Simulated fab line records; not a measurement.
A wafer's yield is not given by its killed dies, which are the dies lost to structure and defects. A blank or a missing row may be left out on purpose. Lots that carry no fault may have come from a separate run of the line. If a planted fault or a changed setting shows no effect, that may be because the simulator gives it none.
Matching of chambers + flow nandHarc + 4 sister chambers for NHARC_A_M0_CMP_23 on cmp-01
The step polishes, t overpolish 20 s, target thk 113.75 nm. 8 wafers are shown with their chamber, then 12 later ones without.

EACH WAFER AND ITS CHAMBER
| wafer  | chamber | motorCurrentA (A) | timeToEndpointS (s) |
|--------|---------|-------------------|---------------------|
| L087.1 | 0       | 9.9               | 33                  |
| L088.1 | 1       | 13.7              | 28                  |
| L088.4 | 0       | 10.7              | 35                  |
| L090.4 | 1       | 13.8              | 31                  |
| L090.5 | 2       | 11.3              | 28                  |
| L091.3 | 3       | 12.8              | 33                  |
| L091.4 | 2       | 10.6              | 31                  |
| L091.5 | 3       | 12.9              | 35                  |

WAFERS MISSING THEIR CHAMBER
| wafer  | motorCurrentA (A) | timeToEndpointS (s) |
|--------|-------------------|---------------------|
| L095.2 | 13.4              | 32                  |
| L095.3 | 10.8              | 34                  |
| L095.5 | 10.7              | 37                  |
| L094.1 | 11.1              | 32                  |
| L094.3 | 14.0              | 26                  |
| L094.4 | 13.3              | 36                  |
| L096.1 | 10.6              | 34                  |
| L096.2 | 13.9              | 28                  |
| L096.4 | 12.8              | 36                  |
| L096.3 | 10.2              | 33                  |
| L096.5 | 10.1              | 31                  |
| L096.6 | 12.7              | 36                  |

THE CHAMBER EACH PASSED THROUGH
| wafer  | from the rows above     | in truth                   |
|--------|-------------------------|----------------------------|
| L095.2 | can't be placed: 1 or 3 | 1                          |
| L095.3 | can't be placed: 0 or 2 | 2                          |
| L095.5 | 0                       | 0                          |
| L094.1 | can't be placed: 2 or 0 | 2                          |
| L094.3 | 1                       | 1                          |
| L094.4 | 3                       | 3                          |
| L096.1 | can't be placed: 0 or 2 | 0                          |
| L096.2 | 1                       | 1                          |
| L096.4 | 3                       | 3                          |
| L096.3 | 0                       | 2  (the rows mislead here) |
| L096.5 | can't be placed: 0 or 2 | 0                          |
| L096.6 | 3                       | 3                          |
Correctly placed: 6 of 12. Not placeable from these rows: 5 (in 5, the candidates include the true chamber). Placed wrongly: 1.
How it was worked out, from the rows above alone: a wafer's distance from a chamber is the root of the sum, over the readings, of the square of ((its reading less the chamber's mean) divided by the reading's scatter). The wafer belongs to the nearest chamber; if the next one is less than 2 further off, it can't be placed. A chamber's mean is the mean of its shown wafers. The scatter is the square root of a quotient: the sum, over the shown wafers, of each reading's squared deviation from its chamber's mean, divided by wafers minus chambers.
